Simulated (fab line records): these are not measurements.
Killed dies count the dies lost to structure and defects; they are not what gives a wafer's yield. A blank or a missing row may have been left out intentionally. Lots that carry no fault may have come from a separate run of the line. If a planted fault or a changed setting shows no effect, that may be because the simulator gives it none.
Chamber matching :: flow n5 finfet :: pecvd-02 running N5_BEOL_M5_ILD_DEP_00: 3 sister chambers
The step deposits SiCOH lowk from DEMS/porogen, target thk 140.64 nm, time 25.9 s. 3 wafers are shown with their chamber, then 7 later ones without.

== WAFERS PAIRED WITH THEIR CHAMBERS ==
wafer: L090.5
chamber: 0
heater power w (W): 291

wafer: L079.1
chamber: 2
heater power w (W): 426

wafer: L079.2
chamber: 1
heater power w (W): 323

== WAFERS WHOSE CHAMBER IS MISSING ==
wafer: L079.6
heater power w (W): 433

wafer: L096.1
heater power w (W): 321

wafer: L096.3
heater power w (W): 448

wafer: L096.6
heater power w (W): 444

wafer: L094.1
heater power w (W): 337

wafer: L094.2
heater power w (W): 302

wafer: L094.6
heater power w (W): 291

== WHICH CHAMBER EACH WENT THROUGH ==
wafer: L079.6
from the rows above: 2
in truth: 2

wafer: L096.1
from the rows above: 1
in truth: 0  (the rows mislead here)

wafer: L096.3
from the rows above: 2
in truth: 2

wafer: L096.6
from the rows above: 2
in truth: 2

wafer: L094.1
from the rows above: 1
in truth: 1

wafer: L094.2
from the rows above: can't be placed: 0 or 1
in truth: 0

wafer: L094.6
from the rows above: 0
in truth: 0
Correctly placed: 5 of 7. Not placeable from these rows: 1 (in 1, the candidates include the true chamber). Number placed wrongly: 1.
How it was worked out, from the rows above alone: a wafer's distance from a chamber is the root of the sum, over the readings, of the square of ((its reading less the chamber's mean) divided by the reading's scatter). If the next closest chamber is less than 2 further off than the closest, the wafer can't be placed; otherwise it belongs to the closest. A chamber's mean is the mean of its shown wafers. The scatter: root of mean squared gap, hidden wafer to nearest shown wafer, with one shown wafer a chamber.
